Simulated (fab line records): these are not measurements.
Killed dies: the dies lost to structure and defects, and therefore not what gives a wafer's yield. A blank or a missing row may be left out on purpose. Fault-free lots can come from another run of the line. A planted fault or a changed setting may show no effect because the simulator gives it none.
A struck lot beside a sound one | flow nand harc | 15 steps out of a route of 1302
Sound: the wafers L688.1, L688.5, L688.6. Struck: wafers L692.2, L692.3, L692.6. The cause is given at the end.
For every step that has rows: the tool of each side, followed by ch and its chambers, followed by its first start. Under that, the readings that differ: sound wafers | struck wafers | difference of the means | sigmas: that difference in standard deviations of wafers without a fault.
alike: readings whose means differ by less than 2 such deviations, and words and numbers that are the same on both sides. not compared: withheld readings, readings that some wafer has no value for, bounds like >300 that may hide the same value, and numbers for which the record gives no deviation and whose values overlap.
A row with sigmas, a row that says differs or no value, or rows on one side alone: a step with any of these is where the two part. Non-overlapping numbers with no deviation appear without sigmas and do not part them. A reading that every wafer of one side lacks parts them only if that side has two wafers or more.

first, 1 step without rows for these wafers: NHARC_P_GATE_DEVELOP_90 (time 70 s).
NHARC_P_GATE_CD_MEAS_91: target cd 2000 nm.
  sound on cd sem-03 ch 0, day 6 12:59; struck on cd sem-02 ch 0, day 8 08:38
  reading    | sound                | struck               | difference | sigmas
  cd nm (nm) | 2000.8 2002.3 2001.7 | 1997.3 1998.4 1999.1 | -3.3       | -2
then, 1 step without rows for these wafers: NHARC_P_GATE_HARDBAKE_92 (time 80 s).
NHARC_P_GATE_DESCUM_93: chemistry O2, time 3 s.
  sound on rie diel-05 ch 1,2,3, day 6 13:11; struck on rie diel-06 ch 0,3, day 8 08:47
  alike: drypump motor current A, o2 flow sccm, oes product au, rf vpp V, showerhead plenum p Torr, throttle valve pct
  not compared: rf hours counter h
then, 1 step without rows for these wafers: NHARC_P_GATE_IMPLANT_94.
NHARC_P_GATE_STRIP_113: strips in N2/H2, time 740 s.
  sound on plasma asher-02 ch 0,1, day 6 13:38; struck on plasma asher-01 ch 0,1, day 8 09:10
  alike: drypump motor current A, heater power w
  not compared: rf hours counter h
NHARC_P_GATE_STRIP_95: strips in O2.
  sound on plasma asher-02 ch 0,1, day 6 14:14; struck on plasma asher-01 ch 0,1, day 8 09:53
  alike: drypump motor current A, heater power w
  not compared: rf hours counter h
then, 1 step without rows for these wafers: NHARC_P_GATE_STRIP_96 (strips in SPM, time 900 s).
NHARC_P_GATE_RTA_64: time 1 s.
  sound on rtp anneal-02 ch 0, day 6 14:47; struck on rtp anneal-01 ch 0, day 8 10:29
  reading            | sound          | struck         | difference | sigmas
  lamp power pct (%) | 37.4 37.4 37.5 | 36.1 36.1 36.1 | -1.3       | -2
  alike: wafer_temp_C_max
then, 1 step without rows for these wafers: NHARC_P_GATE_ETCH_77 (etches SiO2 in dHF, target depth 6 nm).
NHARC_P_GATE_DEGAS_109: time 60 s.
  sound on pvd sputter-01, day 6 15:09; struck on pvd sputter-01, day 8 10:46
  alike: heater power w
then, 1 step without rows for these wafers: NHARC_P_GATE_PRE_CLEAN_110 (time 30 s).
NHARC_P_GATE_SPUTTER_78: material Ni, target thk 10 nm.
  sound on pvd sputter-01, day 6 15:14; struck on pvd sputter-01, day 8 11:05
then, 1 step without rows for these wafers: NHARC_P_GATE_SPUTTER_79 (material TiN, target thk 10 nm).
-- break in the record here, with 19 days between the starts of the struck wafers on either side (left off in module P_GATE, picked up again in module END, where the first step shown is number 1302 on the route) --
NHARC_END_SORT_01:
  sound on prober-02 ch 0, day 25 01:09; struck on prober-01 ch 0, day 27 09:25
  reading         | sound    | struck    | difference | sigmas
  killed at array | 48 39 45 | 97 78 82  | +42        | +2
  killed dies     | 50 44 49 | 104 81 88 | +43        | +2
  alike: killed at other, killed at periphery, killed open, killed short

WHERE THEY PART
Last at NHARC_END_SORT_01 as far as this record goes, first at NHARC_P_GATE_CD_MEAS_91.

WHY: whatever the simulator had introduced
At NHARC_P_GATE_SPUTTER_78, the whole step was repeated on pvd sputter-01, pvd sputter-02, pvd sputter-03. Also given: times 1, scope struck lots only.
